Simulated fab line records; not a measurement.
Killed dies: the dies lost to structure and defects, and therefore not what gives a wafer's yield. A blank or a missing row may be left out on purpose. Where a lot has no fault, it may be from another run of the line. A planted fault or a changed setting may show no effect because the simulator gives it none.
Matching of chambers / flow n5Finfet / N5_GATE_CUT_PECVD_57 on pecvd-01 has 3 sister chambers
The step deposits SiNx from SiH4/NH3/N2, target thk 21 nm. 6 wafers are shown with their chamber, then 11 later ones without.

## WAFERS PAIRED WITH THEIR CHAMBERS
wafer=L077.4; chamber=0; throttleValvePct (%)=38.7; showerheadPlenumPTorr (Torr)=5.22
wafer=L088.5; chamber=2; throttleValvePct (%)=42.6; showerheadPlenumPTorr (Torr)=5.22
wafer=L089.2; chamber=2; throttleValvePct (%)=42.8; showerheadPlenumPTorr (Torr)=5.22
wafer=L094.3; chamber=0; throttleValvePct (%)=38.9; showerheadPlenumPTorr (Torr)=5.21
wafer=L094.5; chamber=1; throttleValvePct (%)=37.2; showerheadPlenumPTorr (Torr)=5.12
wafer=L095.1; chamber=1; throttleValvePct (%)=37.1; showerheadPlenumPTorr (Torr)=5.11

## WAFERS WHOSE CHAMBER IS MISSING
wafer=L095.3; throttleValvePct (%)=38.7; showerheadPlenumPTorr (Torr)=5.20
wafer=L095.4; throttleValvePct (%)=37.0; showerheadPlenumPTorr (Torr)=5.10
wafer=L096.1; throttleValvePct (%)=37.0; showerheadPlenumPTorr (Torr)=5.10
wafer=L096.3; throttleValvePct (%)=38.7; showerheadPlenumPTorr (Torr)=5.19
wafer=L096.4; throttleValvePct (%)=37.3; showerheadPlenumPTorr (Torr)=5.12
wafer=L097.1; throttleValvePct (%)=37.1; showerheadPlenumPTorr (Torr)=5.10
wafer=L097.2; throttleValvePct (%)=38.7; showerheadPlenumPTorr (Torr)=5.21
wafer=L097.3; throttleValvePct (%)=38.8; showerheadPlenumPTorr (Torr)=5.20
wafer=L097.4; throttleValvePct (%)=37.2; showerheadPlenumPTorr (Torr)=5.10
wafer=L097.5; throttleValvePct (%)=38.9; showerheadPlenumPTorr (Torr)=5.21
wafer=L097.6; throttleValvePct (%)=37.2; showerheadPlenumPTorr (Torr)=5.11

## THE CHAMBER EACH PASSED THROUGH
wafer=L095.3; from the rows above=0; in truth=0
wafer=L095.4; from the rows above=1; in truth=1
wafer=L096.1; from the rows above=1; in truth=1
wafer=L096.3; from the rows above=0; in truth=0
wafer=L096.4; from the rows above=1; in truth=1
wafer=L097.1; from the rows above=1; in truth=1
wafer=L097.2; from the rows above=0; in truth=0
wafer=L097.3; from the rows above=0; in truth=0
wafer=L097.4; from the rows above=1; in truth=1
wafer=L097.5; from the rows above=0; in truth=0
wafer=L097.6; from the rows above=1; in truth=1
11 of 11 placed correctly. Can't be placed from these rows: 0. Number placed wrongly: 0.
How it was worked out, from the rows above alone: a wafer's distance from a chamber is the root of the sum, over the readings, of the square of ((its reading less the chamber's mean) divided by the reading's scatter). If the next closest chamber is less than 2 further off than the closest, the wafer can't be placed; otherwise it belongs to the closest. For every chamber, the mean is computed from those of its wafers that are shown. The scatter: take each reading less its chamber's mean, square it, sum over the shown wafers, divide by the number of wafers less the number of chambers, and take the root.
